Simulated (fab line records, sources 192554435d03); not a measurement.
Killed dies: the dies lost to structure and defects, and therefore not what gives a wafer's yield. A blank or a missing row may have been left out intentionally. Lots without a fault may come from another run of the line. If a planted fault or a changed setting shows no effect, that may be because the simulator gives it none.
fab line records	flow n5-finfet
[record] lots = 5	wafers = 14	last-day = 16
route steps=1938 shown PMOS_HMC_CHANNEL_EPI@62 FIN_SAQP@90 BEOL_M4@1111
lots with no fault: from the same line, run without faults
start-h: hours from the record's opening day to when the first of the lot's shown wafers began	wait-h: time in hours since the lot's previous step	" unchanged from the row above	L1.1+2: a row that stands for several wafers	- no value, or no start given	* or withheld: withheld	< > ~ a bound
route shown NAME@n: names a module that has steps shown in the file, with the first one's number in the route	usual: mean/standard deviation taken from wafers without a fault	same: alike in all rows	chamber/n: place in a boat	sites: the reading at each site	_std_site: the standard deviation of these	_edge_site: outer sites' mean less inner sites'	radius-mm: how far each site lies from the wafer's centre	mask NAME#n: copy n	behind: tool/chamber where the wafer was last shaped	hold: why the lot went on hold/how many hours it stayed there/how the hold came to an end	device: the n, p or np transistor that did not switch	end of line: tests of these same wafers at the route's end	a step given without rows: its recipe and nothing more	killed: count of dies lost to structure and defects at first sort (not the wafer's yield)	map: per-die view of a wafer (x killed, . not killed, _ where there is no die)
set.NAME: the setting that was run; set.NAME@STEP: the one run at that earlier step	model.NAME: the simulator's own value behind a step, which no gauge read
lots seen at some steps along the route; tables by step, rows by wafer
services: from which hour (start-h, from the record's first day; less than 0 if before it) a tool's chamber was out of use, for how many hours, and why
[[steps]]
[step N5_PMOS_HMC_CHANNEL_EPI_EXPOSE_06]
[recipe] mask-id = PMOS_HMC_BLK	na = 1.35	source-shape = conventional	sigma-outer = 0.8	polarization = unpolarized	target-cd-nm = 240	dose-mj = 41
[step N5_PMOS_HMC_CHANNEL_EPI_PEB_07]
[recipe] peb-temp-c = 110	peb-time-s = 60	resist = CAR-ArF-block
[step N5_PMOS_HMC_CHANNEL_EPI_DEVELOP_08]
[recipe] develop-time-s = 30	developer = TMAH	resist = CAR-ArF-block	dev-temp-c = 23	rinse-liquid = diw	dry = air-spin
[step N5_PMOS_HMC_CHANNEL_EPI_CD_MEAS_09]
[recipe] target-cd-nm = 237.4	landing-energy-ev = 500	detector = se-inlens
[usual] cd-nm = 237.1/0.9
lot.wafer	tool	chamber	start-h	wait-h	cd-nm
L362.1	cd-sem-01	0	16.99	-	237.6
L362.5	"	0	"	"	236.7
L362.6	"	0	"	"	236.6
L363.2	cd-sem-03	0	23.40	-	236.7
L363.3	"	0	"	"	236.2
L363.5	"	0	"	"	235.4
L364.1	cd-sem-03	0	30.02	-	237.0
L364.4	"	0	"	"	238.7
L364.6	"	0	"	"	236.5
L374.1	cd-sem-01	0	89.16	-	236.8
L374.3	"	0	"	"	238.1
L380.1	cd-sem-02	0	125.17	-	237.3
L380.2	"	0	"	"	236.8
L380.3	"	0	"	"	235.7
[step N5_PMOS_HMC_CHANNEL_EPI_OVL_MEAS_10]
[recipe] points-per-wafer = 44
[usual] PMOS_HMC_BLK_OVL = -0.2/0.64
lot.wafer	tool	chamber	start-h	wait-h	PMOS_HMC_BLK_OVL[nm]
L362.1	overlay-02	0	17.04	0.1	0.4
L362.5	"	0	"	"	0.5
L362.6	"	0	"	"	-0.3
L363.2	overlay-02	0	23.42	0.0	-0.5
L363.3	"	0	"	"	0.4
L363.5	"	0	"	"	0.3
L364.1	overlay-02	0	30.05	0.0	-0.1
L364.4	"	0	"	"	0.4
L364.6	"	0	"	"	-0.5
L374.1	overlay-02	0	89.19	0.0	-0.1
L374.3	"	0	"	"	-0.1
L380.1	overlay-02	0	125.20	0.0	0.0
L380.2	"	0	"	"	-0.1
L380.3	"	0	"	"	0.2
[step N5_PMOS_HMC_CHANNEL_EPI_INSPECT_11]
[recipe] mode = adi	inspect-instrument = macro
[usual] raw-defect-count = 2.0/1.5
lot.wafer	tool	chamber	start-h	wait-h	raw-defect-count
L362.1	defect-inspect-01	-	17.06	0.0	3
L362.5	"	-	"	"	1
L362.6	"	-	"	"	1
L363.2	defect-inspect-01	-	23.45	0.0	2
L363.3	"	-	"	"	2
L363.5	"	-	"	"	1
L364.1	defect-inspect-01	-	30.08	0.0	0
L364.4	"	-	"	"	1
L364.6	"	-	"	"	3
L374.1	defect-inspect-02	-	89.21	0.0	0
L374.3	"	-	"	"	1
L380.1	defect-inspect-02	-	125.23	0.0	2
L380.2	"	-	"	"	2
L380.3	"	-	"	"	1
[step N5_PMOS_HMC_CHANNEL_EPI_DESCUM_14]
[recipe] chemistry = O2	time-s = 7.9	source-power-w = 50	bias-power-w = 20	pressure-mtorr = 20	rf-frequency-hz = 2.712e+07	temp-c = 40	resist = CAR-ArF-block	o2-flow-sccm = 225
[step N5_PMOS_HMC_CHANNEL_EPI_ETCH_32]
[recipe] chemistry = N2/H2	target = BARC	stop-on = SiO2	target-depth-a = 858	over-etch-frac = 0.3	time-s = 50.3	ion-energy-ev = 200	mask-material = CAR-ArF-block	pressure-mtorr = 30	source-w = 840	bias-w = 150	n2-flow-sccm = 200	h2-flow-sccm = 200
[step N5_PMOS_HMC_CHANNEL_EPI_HM_OPEN_15]
[recipe] chemistry = CHF3/O2	target = SiO2	mask-material = CAR-ArF-block	target-depth-a = 406	CHF3_flow_sccm = 50	O2_flow_sccm = 5	Ar_flow_sccm = 200	time-s = 20.3	pressure-mtorr = 30	source-w = 650	bias-w = 170	ion-energy-ev = 200
[usual] O2_flow_sccm = 4.999/0.015	drypump-motor-current-A = 5.60/0.28	oes-product-au = 0.76/0.072	rf-vpp-V = 525/7.9	showerhead-plenum-p-Torr = 2.45/0.053	throttle-valve-pct = 18.89/0.19
lot.wafer	tool	chamber	start-h	wait-h	O2_flow_sccm	drypump-motor-current-A	oes-product-au	rf-hours-counter-h	rf-vpp-V	showerhead-plenum-p-Torr	throttle-valve-pct
L362.1	rie-diel-06	3	17.18	0.0	5.012	5.25	0.95	20	517	2.37	18.76
L362.5	"	2	"	"	5.016	5.55	0.75	-	513	2.42	18.98
L362.6	"	1	"	"	5.028	5.26	0.69	-	518	2.50	19.01
L363.2	rie-diel-05	2	23.56	0.0	5.011	5.56	0.95	5	536	2.47	18.79
L363.3	"	1	"	"	5.020	5.30	0.88	42	536	2.42	18.47
L363.5	"	3	"	"	5.006	5.54	0.74	-	519	2.40	19.07
L364.1	rie-diel-06	2	30.19	0.0	4.997	5.57	0.74	145	512	2.42	19.00
L364.4	"	0	"	"	5.017	5.84	0.76	123	522	2.52	18.90
L364.6	"	2	"	"	5.016	5.57	0.74	-	513	2.42	19.01
L374.1	rie-diel-01	1	89.33	0.0	4.999	5.95	0.72	200	530	2.47	19.15
L374.3	"	0	"	"	5.028	6.08	0.67	238	516	2.45	19.11
L380.1	rie-diel-06	2	125.34	0.0	4.985	5.55	0.73	174	512	2.41	19.04
L380.2	"	3	"	"	4.988	5.34	0.87	52	516	2.35	18.81
L380.3	"	0	"	"	5.011	5.83	0.74	151	521	2.51	18.94
[step N5_PMOS_HMC_CHANNEL_EPI_STRIP_33]
[recipe] chemistry = N2/H2	power-w = 500	temp-c = 40	pressure-mtorr = 50	rf-frequency-hz = 6e+07	overash-fraction = 0.3	bias-power-w = 8	h2-frac = 0.5	n2-flow-sccm = 300	h2-flow-sccm = 300
[usual] drypump-motor-current-A = 5.61/0.28	h2-flow-sccm = 300.0/0.84	oes-product-au = 0.76/0.07	rf-vpp-V = 54.4/1.8	showerhead-plenum-p-Torr = 3.42/0.07	throttle-valve-pct = 19.0/0.38
lot.wafer	tool	chamber	start-h	wait-h	drypump-motor-current-A	h2-flow-sccm	oes-product-au	rf-hours-counter-h	rf-vpp-V	showerhead-plenum-p-Torr	throttle-valve-pct
L362.1	rie-diel-06	3	17.23	0.0	5.30	299.6	0.93	20	54.5	3.31	19.2
L362.5	"	2	"	"	5.57	300.4	0.74	-	52.7	3.37	18.8
L362.6	"	1	"	"	5.31	300.9	0.69	-	56.7	3.45	18.6
L363.2	rie-diel-05	2	23.61	0.0	5.57	300.6	0.94	5	55.7	3.45	19.4
L363.3	"	1	"	"	5.28	300.8	0.86	42	54.7	3.44	18.8
L363.5	"	3	"	"	5.56	299.9	0.73	-	57.2	3.33	18.6
L364.1	rie-diel-06	2	30.24	0.0	5.55	301.1	0.76	145	52.6	3.37	18.8
L364.4	"	0	"	"	5.88	300.6	0.76	123	54.5	3.51	19.1
L364.6	"	2	"	"	5.56	300.7	0.74	-	54.7	3.37	18.8
L374.1	rie-diel-01	1	89.38	0.0	5.93	300.2	0.71	200	51.3	3.48	19.8
L374.3	"	0	"	"	6.10	300.0	0.67	238	54.0	3.46	19.8
L380.1	rie-diel-06	2	125.39	0.0	5.57	300.6	0.73	174	54.9	3.35	18.9
L380.2	"	3	"	"	5.40	300.3	0.88	52	56.4	3.30	19.2
L380.3	"	0	"	"	5.85	300.0	0.74	151	54.7	3.50	19.1
[step N5_PMOS_HMC_CHANNEL_EPI_STRIP_17]
[recipe] chemistry = SPM	time-s = 750	temp-c = 130	h2so4-h2o2-vol-ratio = 4	dry = ipa-marangoni
[step N5_PMOS_HMC_CHANNEL_EPI_ETCH_38]
[recipe] chemistry = CF4	target = SiO2	target-depth-a = 15	ion-energy-ev = 350	pressure-mtorr = 10	icp-w = 800	bias-w = 400	cf4-flow-sccm = 80
[step N5_PMOS_HMC_CHANNEL_EPI_FIN_RECESS_16]
[recipe] chemistry = HBr/Cl2	target = Si	mask-material = SiO2	target-depth-a = 540	time-s = 18	pressure-mtorr = 10	icp-w = 800	bias-w = 75	HBr_flow_sccm = 150	Cl2_flow_sccm = 80
[usual] drypump-motor-current-A = 5.9/0.61	oes-product-au = 1.005/0.017	throttle-valve-pct = 35.3/0.34
lot.wafer	tool	chamber	start-h	wait-h	drypump-motor-current-A	oes-product-au	rf-hours-counter-h	throttle-valve-pct	model.PMOS_HMC_CHANNEL_EPI.feature-depth-nm	model.etch.depth-nm
L362.1	rie-si-01	3	17.55	0.0	6.3	1.024	3	34.8	55.14	55.14
L362.5	"	1	"	"	6.3	1.012	-	35.8	54.11	54.11
L362.6	"	2	"	"	4.6	1.031	-	35.3	54.09	54.09
L363.2	rie-si-05	1	24.15	0.0	6.3	1.001	31	35.2	53.91	53.91
L363.3	"	3	"	"	6.6	1.002	65	35.8	53.94	53.94
L363.5	"	1	"	"	6.3	1.007	-	35.3	54.1	54.1
L364.1	rie-si-06	3	30.57	0.0	6.1	0.988	197	35.7	52.54	52.54
L364.4	"	1	"	"	6.6	1.009	195	34.9	52.69	52.69
L364.6	"	1	"	"	6.6	0.997	-	34.9	52.72	52.72
L374.1	rie-si-05	0	89.72	0.0	5.9	0.971	101	35.8	51.62	51.62
L374.3	"	2	"	"	5.1	0.990	71	35.0	56.42	56.42
L380.1	rie-si-01	2	125.72	0.0	4.6	1.016	127	35.3	54.04	54.04
L380.2	"	3	"	"	6.3	1.011	5	34.8	54.1	54.1
L380.3	"	0	"	"	6.0	1.007	40	35.4	54.2	54.2
[step N5_PMOS_HMC_CHANNEL_EPI_PRECLEAN_36]
[recipe] chemistry = O3/DIW	time-s = 45	temp-c = 22	o3-ppm = 10
[step N5_PMOS_HMC_CHANNEL_EPI_PRECLEAN_18]
[recipe] chemistry = DHF	time-s = 30	temp-c = 25	dilution = withheld
[step N5_PMOS_HMC_CHANNEL_EPI_SRD_19]
[recipe] dry = ipa-marangoni	do-ppb = 5	time-s = 30	temp-c = 23	rinse-liquid = diw
[step N5_PMOS_HMC_CHANNEL_EPI_EPI_20]
[recipe] material = SiGe30	mask-material = SiO2	pressure-torr = 20	target-thk-a = 590	temp-c = 600
[step N5_PMOS_HMC_CHANNEL_EPI_HM_STRIP_35]
[recipe] chemistry = dHF	temp-c = 25	material = SiO2	target = SiO2	target-depth-a = 396	time-s = 216
[step N5_PMOS_HMC_CHANNEL_EPI_SRD_39]
[recipe] dry = ipa-marangoni	time-s = 30	temp-c = 23	rinse-liquid = diw
[step N5_PMOS_HMC_CHANNEL_EPI_CMP_21]
[recipe] material = SiGe30	post-cmp-clean = alkaline-brush	target-thk-nm = 54
[step N5_PMOS_HMC_CHANNEL_EPI_THK_MEAS_22]
[recipe] reads = SiGe30_of_PMOS_HMC_CHANNEL_EPI_EPI_20
[usual] HMC_CMP_THK = 53.8/0.84
lot.wafer	tool	chamber	start-h	wait-h	HMC_CMP_THK[nm]
L362.1	film-metro-02	-	19.35	-	55.2
L362.5	"	-	"	"	54.1
L362.6	"	-	"	"	54.1
L363.2	film-metro-02	-	27.00	-	53.9
L363.3	"	-	"	"	53.9
L363.5	"	-	"	"	54.2
L364.1	film-metro-01	-	32.37	-	52.6
L364.4	"	-	"	"	52.7
L364.6	"	-	"	"	52.6
L374.1	film-metro-02	-	91.53	-	51.5
L374.3	"	-	"	"	56.3
L380.1	film-metro-01	-	127.56	-	54.2
L380.2	"	-	"	"	54.1
L380.3	"	-	"	"	54.2
[step N5_PMOS_HMC_CHANNEL_EPI_PRECLEAN_40]
[recipe] chemistry = DHF	time-s = 30	temp-c = 25	dilution = withheld
[step N5_PMOS_HMC_CHANNEL_EPI_PRECLEAN_37]
[recipe] chemistry = O3/DIW	time-s = 45	temp-c = 22	o3-ppm = 10
[step N5_PMOS_HMC_CHANNEL_EPI_PRECLEAN_24]
[recipe] chemistry = DHF	time-s = 30	temp-c = 25	dilution = withheld
[step N5_PMOS_HMC_CHANNEL_EPI_SRD_25]
[recipe] dry = ipa-marangoni	do-ppb = 5	time-s = 30	temp-c = 23	rinse-liquid = diw
[step N5_PMOS_HMC_CHANNEL_EPI_EPI_26]
[recipe] material = Si	target-thk-a = 38	temp-c = 650	precursor = SiH4/H2	pressure-torr = 20	time-s = 22.7
[step N5_PMOS_HMC_CHANNEL_EPI_INSPECT_30]
[recipe] inspect-instrument = darkfield	mode = post-epi
[usual] raw-defect-count = 19/6.6
lot.wafer	tool	chamber	start-h	wait-h	raw-defect-count
L362.1	defect-inspect-01	-	19.83	0.0	23
L362.5	"	-	"	"	16
L362.6	"	-	"	"	12
L363.2	defect-inspect-01	-	27.50	0.0	22
L363.3	"	-	"	"	19
L363.5	"	-	"	"	13
L364.1	defect-inspect-02	-	33.08	0.0	21
L364.4	"	-	"	"	13
L364.6	"	-	"	"	10
L374.1	defect-inspect-01	-	92.01	0.0	20
L374.3	"	-	"	"	23
L380.1	defect-inspect-01	-	128.15	0.0	15
L380.2	"	-	"	"	20
L380.3	"	-	"	"	23
[step N5_FIN_SAQP_PRECLEAN_42]
[recipe] chemistry = O3/DIW	time-s = 60	temp-c = 22	o3-ppm = 10
[step N5_FIN_SAQP_PRECLEAN_00]
[recipe] chemistry = SC1	time-s = 60	temp-c = 55	mix = 1:2:50
[step N5_FIN_SAQP_PRECLEAN_44]
[recipe] chemistry = SC2	time-s = 45	temp-c = 35	mix = 1:1:50
[step N5_FIN_SAQP_SRD_01]
[recipe] dry = ipa-marangoni	time-s = 30	temp-c = 23	rinse-liquid = diw
[step N5_FIN_SAQP_ALD_61]
[recipe] material = SiO2	target-thk-a = 40	temp-c = 300	ald-precursor-family = BDEAS	ald-co-reactant = O2-plasma	pulse-time-s = 1	purge-time-s = 2	co-reactant-purge-time-s = 2	ald-cycles = 43	pressure-torr = 2
[step N5_FIN_SAQP_DENSIFY_62]
[recipe] temp-c = 700	time-s = 60	ambient = N2	idle-temp-c = 600	ramp-up-c-per-s = 150	ramp-down-c-per-s = 60	cool-to-c = 600
[step N5_FIN_SAQP_HM_DEP_03]
[recipe] material = SiNx	target-thk-a = 380	temp-c = 400	precursor = SiH4/NH3/N2	pressure-torr = 1.5	rf-w = 300	time-s = 33.6
[usual] heater-power-w = 741/59	showerhead-plenum-p-Torr = 5.18/0.05	throttle-valve-pct = 41.5/2.8
lot.wafer	tool	chamber	start-h	wait-h	heater-power-w	showerhead-plenum-p-Torr	throttle-valve-pct
L362.1	pecvd-01	0	20.37	0.2	826	5.26	38.6
L362.5	"	2	"	"	689	5.19	45.2
L362.6	"	0	"	"	815	5.24	38.6
L363.2	pecvd-02	2	28.11	0.2	741	5.10	39.5
L363.3	"	0	"	"	794	5.17	44.8
L363.5	"	0	"	"	767	5.17	44.6
L364.1	pecvd-01	2	33.67	0.2	595	5.20	45.3
L364.4	"	0	"	"	796	5.25	38.4
L364.6	"	1	"	"	731	5.23	44.2
L374.1	pecvd-03	1	93.16	0.2	751	5.26	39.0
L374.3	"	0	"	"	741	5.12	39.5
L380.1	pecvd-02	0	128.70	0.2	762	5.18	44.8
L380.2	"	2	"	"	690	5.12	39.9
L380.3	"	0	"	"	777	5.16	44.7
[step N5_FIN_SAQP_THK_MEAS_05]
[usual] thk-nm = 37.8/0.55
lot.wafer	tool	chamber	start-h	wait-h	thk-nm
L362.1	film-metro-02	-	20.46	0.1	37.8
L362.5	"	-	"	"	38.0
L362.6	"	-	"	"	38.7
L363.2	film-metro-01	-	28.20	0.1	37.0
L363.3	"	-	"	"	37.7
L363.5	"	-	"	"	37.9
L364.1	film-metro-01	-	33.76	0.1	37.5
L364.4	"	-	"	"	37.8
L364.6	"	-	"	"	38.1
L374.1	film-metro-02	-	93.25	0.1	38.4
L374.3	"	-	"	"	37.4
L380.1	film-metro-02	-	128.82	0.1	37.3
L380.2	"	-	"	"	37.1
L380.3	"	-	"	"	37.9
[step N5_FIN_SAQP_PECVD_47]
[recipe] material = a-Si	target-thk-a = 450	temp-c = 400	precursor = SiH4/He	pressure-torr = 3	rf-w = 100	time-s = 36.3
[step N5_FIN_SAQP_PECVD_48]
[recipe] material = SiNx	target-thk-a = 250	temp-c = 400	precursor = SiH4/NH3/N2	pressure-torr = 1.5	rf-w = 300	time-s = 22.1
[usual] heater-power-w = 745/64	showerhead-plenum-p-Torr = 5.19/0.057	throttle-valve-pct = 40.9/2.9
lot.wafer	tool	chamber	start-h	wait-h	heater-power-w	showerhead-plenum-p-Torr	throttle-valve-pct
L362.1	pecvd-01	2	20.54	0.0	705	5.19	45.5
L362.5	"	1	"	"	661	5.21	44.3
L362.6	"	2	"	"	708	5.20	45.0
L363.2	pecvd-03	0	28.30	0.0	746	5.13	39.2
L363.3	"	1	"	"	811	5.26	39.0
L363.5	"	1	"	"	815	5.26	39.1
L364.1	pecvd-03	1	33.86	0.0	799	5.25	39.0
L364.4	"	1	"	"	809	5.27	39.0
L364.6	"	0	"	"	722	5.12	39.4
L374.1	pecvd-01	1	93.33	0.0	772	5.21	44.3
L374.3	"	0	"	"	819	5.23	38.9
L380.1	pecvd-03	1	128.90	0.0	811	5.25	39.4
L380.2	"	2	"	"	795	5.12	37.4
L380.3	"	0	"	"	755	5.13	39.8
[step N5_FIN_SAQP_PECVD_06]
[recipe] material = a-Si	target-thk-a = 600	temp-c = 400	precursor = SiH4/He	pressure-torr = 3	rf-w = 100	time-s = 48.1
[step N5_FIN_SAQP_THK_MEAS_07]
[usual] thk-nm = 60.2/0.83
lot.wafer	tool	chamber	start-h	wait-h	thk-nm
L362.1	film-metro-01	-	20.67	0.1	59.3
L362.5	"	-	"	"	60.8
L362.6	"	-	"	"	60.7
L363.2	film-metro-01	-	28.47	0.1	59.9
L363.3	"	-	"	"	59.3
L363.5	"	-	"	"	59.7
L364.1	film-metro-01	-	34.03	0.1	59.0
L364.4	"	-	"	"	59.8
L364.6	"	-	"	"	60.2
L374.1	film-metro-02	-	93.47	0.1	58.9
L374.3	"	-	"	"	60.3
L380.1	film-metro-02	-	129.02	0.1	59.9
L380.2	"	-	"	"	60.1
L380.3	"	-	"	"	60.3
[step N5_FIN_SAQP_HM_DEP_72]
[recipe] material = SiO2	target-thk-a = 120	temp-c = 400	precursor = SiH4/N2O	pressure-torr = 0.75	rf-w = 275	time-s = 7.2
[usual] heater-power-w = 758/49	showerhead-plenum-p-Torr = 8.22/0.1
lot.wafer	tool	chamber	start-h	wait-h	heater-power-w	showerhead-plenum-p-Torr
L362.1	pecvd-02	0	20.71	0.0	751	8.20
L362.5	"	1	"	"	735	8.24
L362.6	"	2	"	"	767	8.07
L363.2	pecvd-02	0	28.51	0.0	773	8.20
L363.3	"	2	"	"	766	8.07
L363.5	"	1	"	"	799	8.24
L364.1	pecvd-01	2	34.07	0.0	754	8.24
L364.4	"	0	"	"	869	8.35
L364.6	"	2	"	"	753	8.26
L374.1	pecvd-01	2	93.50	0.0	685	8.24
L374.3	"	0	"	"	824	8.38
L380.1	pecvd-01	0	129.06	0.0	847	8.38
L380.2	"	1	"	"	719	8.30
L380.3	"	2	"	"	710	8.24
[step N5_FIN_SAQP_COAT_49]
[recipe] resist = SOC	temp-c = 250	time-s = 60	spin-rpm = 1500	resist-thk-nm = 100
[step N5_BEOL_M4_RC_MEAS_101]
[usual] CJ_P = 5.79/0.18	DIBL_N = 35.8/1.5	DIBL_P = 35.9/1.8	IOFF_N = 0.152/0.025	IOFF_P = 0.21/0.031	ION_N = 672/11	ION_P = 462/7.4	SS_N = 71.5/0.52	SS_P = 73.2/0.54	VT_N = 250/3	VT_P = -250/3.3
lot.wafer	tool	chamber	start-h	wait-h	CJ_P	DIBL_N[mV/V]	DIBL_P[mV/V]	IOFF_N[nA/um]	IOFF_P[nA/um]	ION_N[uA/um]	ION_P[uA/um]	SS_N[mV/dec]	SS_P[mV/dec]	VT_N[mV]	VT_P[mV]
L363.2	prober-01	0	166.33	0.2	5.86	37.8	38.7	0.198	0.22	684	461	72.5	73.6	248	-250
L363.3	"	0	"	"	5.93	36.6	38.0	0.177	0.22	681	464	72.1	73.4	247	-248
L363.5	"	0	"	"	5.84	37.0	37.6	0.164	0.20	660	451	72.4	73.2	250	-249
L362.1	prober-02	0	171.86	0.0	5.61	37.5	37.0	0.167	0.24	668	461	71.9	72.3	249	-248
L362.5	"	0	"	"	5.75	35.3	35.3	0.140	0.21	670	465	71.8	73.0	251	-248
L362.6	"	0	"	"	5.54	36.5	36.3	0.156	0.22	673	466	71.8	73.5	250	-249
L364.1	prober-02	0	178.78	0.0	5.78	39.1	38.8	0.194	0.27	677	465	71.8	73.5	247	-245
L364.4	"	0	"	"	6.01	38.1	38.1	0.171	0.25	681	476	71.5	73.6	250	-246
L364.6	"	0	"	"	5.75	40.1	39.1	0.219	0.28	693	476	72.9	74.2	244	-245
L374.1	prober-01	0	236.76	0.0	6.25	37.1	37.8	0.177	0.23	667	458	71.3	74.7	248	-248
L374.3	"	0	"	"	5.07	35.1	35.9	0.145	0.19	674	463	71.6	74.1	250	-248
L380.1	prober-02	0	271.44	0.0	5.76	32.3	33.9	0.127	0.18	663	456	71.3	71.4	252	-251
L380.2	"	0	"	"	5.85	35.1	37.7	0.185	0.25	683	467	71.7	73.6	247	-248
L380.3	"	0	"	"	5.87	33.5	34.7	0.147	0.20	671	459	71.0	72.7	249	-250
[[services]]
tool	chamber	start-h	hours	kind
pecvd-02	0	-3.98	2.1	scheduled-down
pecvd-01	-	19.64	0.6	repair
pecvd-03	2	21.15	-	clean
pecvd-03	2	21.15	-	consumable-replace:showerhead
pecvd-03	2	21.15	29.0	scheduled-down
pecvd-03	2	21.15	29.0	vent-cycle
pecvd-01	0	21.34	11.6	repair
pecvd-02	-	32.22	14.6	pm
rie-diel-01	0	35.29	4.0	repair
pecvd-02	-	48.61	0.9	repair
pecvd-03	1	51.81	5.5	scheduled-down
rie-si-01	0	51.83	3.8	repair
pecvd-01	2	55.45	-	calibration
pecvd-02	-	64.22	5.5	pm
pecvd-03	1	67.85	2.1	scheduled-down
rie-diel-05	1	73.51	5.2	repair
rie-si-06	-	83.98	14.6	pm
pecvd-01	0	98.32	30.1	repair
rie-si-01	0	101.50	3.9	repair
pecvd-02	1	105.49	26.6	repair
pecvd-03	2	107.09	2.1	scheduled-down
rie-si-01	1	116.94	15.1	repair
pecvd-02	2	120.62	4.6	repair
rie-diel-01	0	126.57	-	clean
[[key]]
[first-sign] step = N5_BEOL_M4_RC_MEAS_101	reading = CJ_P	direction = down	sigmas = 4	usual = 5.79	struck = 5.07
effect none on later readings
[model-effect] step = N5_PMOS_HMC_CHANNEL_EPI_FIN_RECESS_16	value = PMOS_HMC_CHANNEL_EPI.feature-depth-nm	without = 53.13	struck = 56.42
met-at N5_PMOS_HMC_CHANNEL_EPI_FIN_RECESS_16
struck-wafers L374.3
onset-between 24.15 89.72
[fault] kind = process-parameter-drift	tool = rie-si-05	chamber = -	onset-h = 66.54	steps = N5_PMOS_HMC_CHANNEL_EPI_FIN_RECESS_16	channel = time-s	offset = *	shape = step	end-h = 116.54	scope = struck-wafers-only	acts-in = *	stated = *
